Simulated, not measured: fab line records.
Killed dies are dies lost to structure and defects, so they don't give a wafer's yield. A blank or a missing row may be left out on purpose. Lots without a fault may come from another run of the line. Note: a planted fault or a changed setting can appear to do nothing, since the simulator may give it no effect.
Which tool did it? | flow nand-harc | 24 lots, 72 wafers sampled, at 4 steps of a route of 1302

## WHAT THE GAUGES SHOWED, per wafer
NHARC_P_M0_CD_MEAS_16. Usual: cd-nm 89.7 nm, standard deviation 1.1.
lot  | measured     | on        | cd-nm (nm)     | flag
L075 | day 6 14:57  | cd-sem-01 | 88.3 90.7 87.9 |
L074 | day 6 15:29  | cd-sem-01 | 89.0 89.1 89.7 |
L076 | day 7 03:25  | cd-sem-03 | 87.7 88.1 89.1 |
L077 | day 7 13:37  | cd-sem-01 | 89.6 88.0 90.6 |
L078 | day 8 00:22  | cd-sem-01 | 89.7 89.8 88.0 |
L079 | day 8 07:04  | cd-sem-02 | 90.3 89.7 89.6 |
L080 | day 8 14:41  | cd-sem-01 | 87.9 88.8 88.1 |
L081 | day 8 21:44  | cd-sem-03 | 90.9 88.8 89.5 |
L082 | day 9 08:35  | cd-sem-01 | 88.7 91.2 90.0 |
L083 | day 9 21:17  | cd-sem-02 | 90.2 91.4 90.5 |
L084 | day 10 08:48 | cd-sem-02 | 91.0 91.1 92.3 |
L085 | day 10 16:14 | cd-sem-01 | 88.9 90.4 89.6 |
L086 | day 10 22:10 | cd-sem-03 | 90.7 88.5 89.8 |
L087 | day 12 01:52 | cd-sem-02 | 89.0 90.0 89.1 |
L089 | day 12 02:42 | cd-sem-03 | 89.3 88.7 87.8 |
L088 | day 12 05:07 | cd-sem-01 | 90.6 89.0 90.7 |
L090 | day 12 22:14 | cd-sem-02 | 88.8 88.0 89.5 |
L091 | day 13 02:27 | cd-sem-03 | 91.0 91.0 91.1 |
L092 | day 13 12:49 | cd-sem-02 | 90.8 90.5 90.5 |
L093 | day 13 21:28 | cd-sem-03 | 90.2 89.0 90.1 |
L094 | day 14 16:26 | cd-sem-02 | 91.2 89.7 90.9 |
L095 | day 14 20:54 | cd-sem-02 | 91.4 92.0 92.7 |
L096 | day 15 01:53 | cd-sem-02 | 89.4 90.0 89.6 |
L097 | day 15 16:22 | cd-sem-02 | 89.9 91.0 89.2 |

NHARC_P_M0_INSPECT_27. Usual: raw-defect-count 306, standard deviation 130.
lot  | measured     | on                | raw-defect-count | flag
L075 | day 6 17:08  | defect-inspect-01 | 234 418 236      |
L074 | day 6 17:43  | defect-inspect-02 | 364 344 254      |
L076 | day 7 05:38  | defect-inspect-01 | 330 378 482      |
L077 | day 7 15:55  | defect-inspect-01 | 625 654 462      |
L078 | day 8 02:32  | defect-inspect-02 | 282 294 245      |
L079 | day 8 09:20  | defect-inspect-01 | 190 389 307      |
L080 | day 8 16:55  | defect-inspect-02 | 442 325 262      |
L081 | day 8 23:59  | defect-inspect-02 | 306 248 202      |
L082 | day 9 10:45  | defect-inspect-01 | 354 182 147      |
L083 | day 9 23:26  | defect-inspect-01 | 340 370 186      |
L084 | day 10 10:58 | defect-inspect-02 | 210 236 340      |
L085 | day 10 18:27 | defect-inspect-02 | 201 194 247      |
L086 | day 11 00:25 | defect-inspect-01 | 226 234 228      |
L087 | day 12 04:02 | defect-inspect-01 | 285 388 248      |
L089 | day 12 04:53 | defect-inspect-01 | 369 448 479      |
L088 | day 12 07:17 | defect-inspect-02 | 315 414 239      |
L090 | day 13 00:24 | defect-inspect-01 | 198 248 253      |
L091 | day 13 04:38 | defect-inspect-01 | 383 233 380      |
L092 | day 13 14:59 | defect-inspect-02 | 906 291 359      |
L093 | day 13 23:41 | defect-inspect-01 | 210 176 194      |
L094 | day 14 18:38 | defect-inspect-01 | 185 156 205      |
L095 | day 14 23:05 | defect-inspect-01 | 201 203 260      |
L096 | day 15 04:04 | defect-inspect-01 | 718 252 314      |
L097 | day 15 18:36 | defect-inspect-01 | 431 311 352      |

NHARC_P_M1_INSPECT_11. Usual: raw-defect-count 4.4, standard deviation 2.6.
lot  | measured     | on                | raw-defect-count | flag
L075 | day 6 18:39  | defect-inspect-02 | 5 10 2           |
L074 | day 6 19:23  | defect-inspect-01 | 3 5 3            |
L076 | day 7 07:01  | defect-inspect-01 | 2 2 2            |
L077 | day 7 17:27  | defect-inspect-02 | 6 4 6            |
L078 | day 8 04:04  | defect-inspect-01 | 5 8 6            |
L079 | day 8 10:44  | defect-inspect-02 | 3 6 6            |
L080 | day 8 18:25  | defect-inspect-01 | 2 2 3            |
L081 | day 9 01:31  | defect-inspect-02 | 1 5 6            |
L082 | day 9 12:14  | defect-inspect-01 | 8 7 8            |
L083 | day 10 00:58 | defect-inspect-01 | 5 4 5            |
L084 | day 10 12:31 | defect-inspect-02 | 3 5 3            |
L085 | day 10 19:51 | defect-inspect-02 | 3 4 2            |
L086 | day 11 01:56 | defect-inspect-02 | 4 7 5            |
L087 | day 12 05:37 | defect-inspect-02 | 5 1 2            |
L089 | day 12 06:18 | defect-inspect-01 | 6 8 13           |
L088 | day 12 08:43 | defect-inspect-02 | 7 16 10          |
L090 | day 13 01:47 | defect-inspect-02 | 2 2 3            |
L091 | day 13 06:08 | defect-inspect-02 | 3 1 3            |
L092 | day 13 16:31 | defect-inspect-01 | 3 2 6            |
L093 | day 14 01:11 | defect-inspect-02 | 2 2 3            |
L094 | day 14 20:07 | defect-inspect-01 | 3 3 3            |
L095 | day 15 00:29 | defect-inspect-01 | 7 7 4            |
L096 | day 15 05:27 | defect-inspect-02 | 5 6 7            |
L097 | day 15 20:07 | defect-inspect-02 | 2 2 3            |

## WHICH TOOL RAN EACH LOT (tool, then ch and the chambers of the sampled wafers, then the start)
lot  | NHARC_P_CONTACT_ETCH_36
L075 | rie-diel-11 ch 0,1, day 6 14:57 or earlier
L074 | rie-diel-01 ch 0,2, day 6 15:29 or earlier
L076 | rie-diel-01 ch 0,1,3, day 7 03:25 or earlier
L077 | rie-diel-01 ch 0,2, day 7 13:37 or earlier
L078 | rie-diel-01 ch 2,3, day 8 00:22 or earlier
L079 | rie-diel-11 ch 0,2,3, day 8 07:04 or earlier
L080 | rie-diel-08 ch 0,1,2, day 8 14:41 or earlier
L081 | rie-diel-11 ch 0,1, day 8 21:44 or earlier
L082 | rie-diel-01 ch 1,2,3, day 9 08:35 or earlier
L083 | rie-diel-11 ch 0,1,2, day 9 21:17 or earlier
L084 | rie-diel-11 ch 0,1,2, day 10 08:48 or earlier
L085 | rie-diel-08 ch 2,3, day 10 16:14 or earlier
L086 | rie-diel-01 ch 1,2,3, day 10 22:10 or earlier
L087 | rie-diel-08 ch 0,1,3, day 12 01:52 or earlier
L089 | rie-diel-08 ch 0,2,3, day 12 02:42 or earlier
L088 | rie-diel-11 ch 1,3, day 12 05:07 or earlier
L090 | rie-diel-11 ch 0,1,3, day 12 22:14 or earlier
L091 | rie-diel-01 ch 0,2, day 13 02:27 or earlier
L092 | rie-diel-01 ch 2,3, day 13 12:49 or earlier
L093 | rie-diel-08 ch 1,2,3, day 13 21:28 or earlier
L094 | rie-diel-11 ch 0,1,2, day 14 16:26 or earlier
L095 | rie-diel-11 ch 0,1, day 14 20:54 or earlier
L096 | rie-diel-08 ch 0,2,3, day 15 01:53 or earlier
L097 | rie-diel-08 ch 1,3, day 15 16:22 or earlier
- NHARC_P_CONTACT_ETCH_36: etches the open film in N2/H2, target depth 260 nm, time 406.25 s.

## AS READ BY THE TOOLS THEMSELVES (means over the sampled wafers that have a number; for cases with no such wafer, the mark the record gives instead)
NHARC_P_CONTACT_ETCH_36. Usual: drypump-motor-current-A 5.9 A, standard deviation 0.46; h2-flow-sccm 149.9 sccm, standard deviation 0.43; oes-product-au 0.998 a.u., standard deviation 0.012; rf-vpp-V 429.5 V, standard deviation 2.5; showerhead-plenum-p-Torr 2.00 Torr, standard deviation 0.088; throttle-valve-pct 14.172 %, standard deviation 0.0087.
lot  | tool        | drypump-motor-current-A (A) | h2-flow-sccm (sccm) | oes-product-au (a.u.) | rf-vpp-V (V) | showerhead-plenum-p-Torr (Torr) | throttle-valve-pct (%) | flag
L075 | rie-diel-11 | 6.3                         | 149.9               | 0.991                 | 431.5        | 2.05                            | 14.170                 |
L074 | rie-diel-01 | 6.2                         | 149.9               | 0.986                 | 428.8        | 1.99                            | 14.175                 |
L076 | rie-diel-01 | 5.8                         | 150.0               | 0.995                 | 430.1        | 2.05                            | 14.173                 |
L077 | rie-diel-01 | 6.2                         | 150.0               | 1.003                 | 429.1        | 1.99                            | 14.177                 |
L078 | rie-diel-01 | 5.4                         | 150.0               | 1.007                 | 432.4        | 2.10                            | 14.169                 |
L079 | rie-diel-11 | 5.9                         | 149.8               | 1.004                 | 430.0        | 1.99                            | 14.180                 |
L080 | rie-diel-08 | 5.7                         | 150.2               | 1.002                 | 427.3        | 1.93                            | 14.169                 |
L081 | rie-diel-11 | 6.3                         | 149.6               | 0.990                 | 430.7        | 2.05                            | 14.168                 |
L082 | rie-diel-01 | 5.6                         | 150.2               | 0.997                 | 429.8        | 2.01                            | 14.165                 |
L083 | rie-diel-11 | 5.9                         | 149.9               | 0.999                 | 429.8        | 2.03                            | 14.176                 |
L084 | rie-diel-11 | 6.0                         | 150.2               | 1.002                 | 429.2        | 2.03                            | 14.170                 |
L085 | rie-diel-08 | 5.7                         | 149.7               | 0.988                 | 430.3        | 2.04                            | 14.175                 |
L086 | rie-diel-01 | 5.6                         | 150.2               | 0.999                 | 429.6        | 2.01                            | 14.170                 |
L087 | rie-diel-08 | 5.7                         | 150.3               | 1.005                 | 429.1        | 1.99                            | 14.173                 |
L089 | rie-diel-08 | 5.9                         | 150.2               | 0.985                 | 430.1        | 2.01                            | 14.170                 |
L088 | rie-diel-11 | 6.5                         | 150.2               | 1.009                 | 430.7        | 2.03                            | 14.172                 |
L090 | rie-diel-11 | 6.2                         | 150.2               | 1.004                 | 429.8        | 2.01                            | 14.170                 |
L091 | rie-diel-01 | 6.2                         | 150.1               | 0.998                 | 428.5        | 1.99                            | 14.183                 |
L092 | rie-diel-01 | 5.6                         | 150.3               | 1.002                 | 427.9        | 2.00                            | 14.172                 |
L093 | rie-diel-08 | 5.5                         | 149.7               | 0.996                 | 429.1        | 2.02                            | 14.171                 |
L094 | rie-diel-11 | 6.0                         | 150.1               | 0.999                 | 431.0        | 2.03                            | 14.181                 |
L095 | rie-diel-11 | 6.2                         | 149.8               | 0.988                 | 430.8        | 2.05                            | 14.169                 |
L096 | rie-diel-08 | 5.9                         | 149.8               | 0.983                 | 429.8        | 2.01                            | 14.172                 |
L097 | rie-diel-08 | 5.4                         | 149.7               | 1.002                 | 428.6        | 1.99                            | 14.168                 |

## THE ANSWER, worked out from the rows above alone
Rule: a lot is off if the mean of its wafers that have a number lies more than 3 standard deviations from the usual mean. Also off: a lot with no number at a reading for which 4 or more lots have one. The other lots that the step has rows for count as sound. Order of review: gauges by route order, followed by the tools' own readings, for which a lot's mean as printed above is used. The first step at which some lot is off is used, and at that step the reading that is off furthest; a lot without a number counts as furthest.
No lot is off on any of the readings shown, so nothing can be concluded from this.

## WHAT WAS PUT IN BY THE SIMULATOR
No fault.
